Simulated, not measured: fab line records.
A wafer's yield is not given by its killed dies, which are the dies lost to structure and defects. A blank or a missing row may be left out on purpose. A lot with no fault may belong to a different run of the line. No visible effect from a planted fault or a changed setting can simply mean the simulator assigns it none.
Chamber matching ; flow nand-harc ; NHARC_A_SLIT_ETCH_29 on rie-diel-12: 4 sister chambers
The step etches the open film in CF4/O2, target depth 100 nm, overetch 10 nm, time 55 s. 14 wafers are shown with their chamber, then 7 later ones without.

WAFERS WITH THEIR CHAMBER
wafer;chamber;showerhead-plenum-p-Torr (Torr);rf-vpp-V (V);throttle-valve-pct (%)
L079.2;0;1.41;199.7;13.398
L079.4;3;1.41;199.1;13.403
L079.5;0;1.41;199.5;13.390
L080.4;0;1.41;197.9;13.397
L080.5;1;1.36;198.3;13.373
L080.6;2;1.25;196.4;13.384
L089.2;2;1.25;194.5;13.391
L089.4;3;1.40;198.7;13.403
L089.6;2;1.25;197.4;13.390
L090.1;0;1.41;199.7;13.401
L090.4;3;1.40;200.2;13.392
L090.5;3;1.40;197.9;13.394
L093.1;1;1.36;197.4;13.392
L093.2;2;1.25;195.1;13.418

SIGNATURES (averages over the wafers above)
reading;chamber 0;chamber 1;chamber 2;chamber 3;scatter within a chamber
showerhead-plenum-p-Torr;1.4100;1.3600;1.2500;1.4025;0.00274
rf-vpp-V;199.200;197.850;195.850;198.975;1.03
throttle-valve-pct;13.39650;13.38250;13.39575;13.39800;0.0102
Rule: for each reading, subtract the chamber's mean from the wafer's reading, divide by that reading's scatter and square the result; add these up over the readings and take the root, which gives the wafer's distance from the chamber. The wafer belongs to the nearest chamber; if the next one is less than 2 further off, it can't be placed. The scatter: the root of (the sum of the squares of (reading less its chamber's mean) over the shown wafers, divided by (wafers less chambers)).

WAFERS WITHOUT THEIR CHAMBER
wafer;showerhead-plenum-p-Torr (Torr);rf-vpp-V (V);throttle-valve-pct (%)
L093.4;1.40;200.0;13.402
L095.3;1.40;198.4;13.395
L095.4;1.36;198.9;13.404
L095.6;1.25;195.5;13.403
L096.1;1.25;195.8;13.394
L096.2;1.41;199.8;13.396
L096.6;1.36;198.5;13.389

CHAMBER TAKEN BY EACH
wafer;from the rows above;in truth
L093.4;3;3
L095.3;3;3
L095.4;1;1
L095.6;2;2
L096.1;2;2
L096.2;0;0
L096.6;1;1
Placed correctly: 7 of 7. Number that these rows cannot place: 0. Placed wrongly: 0.
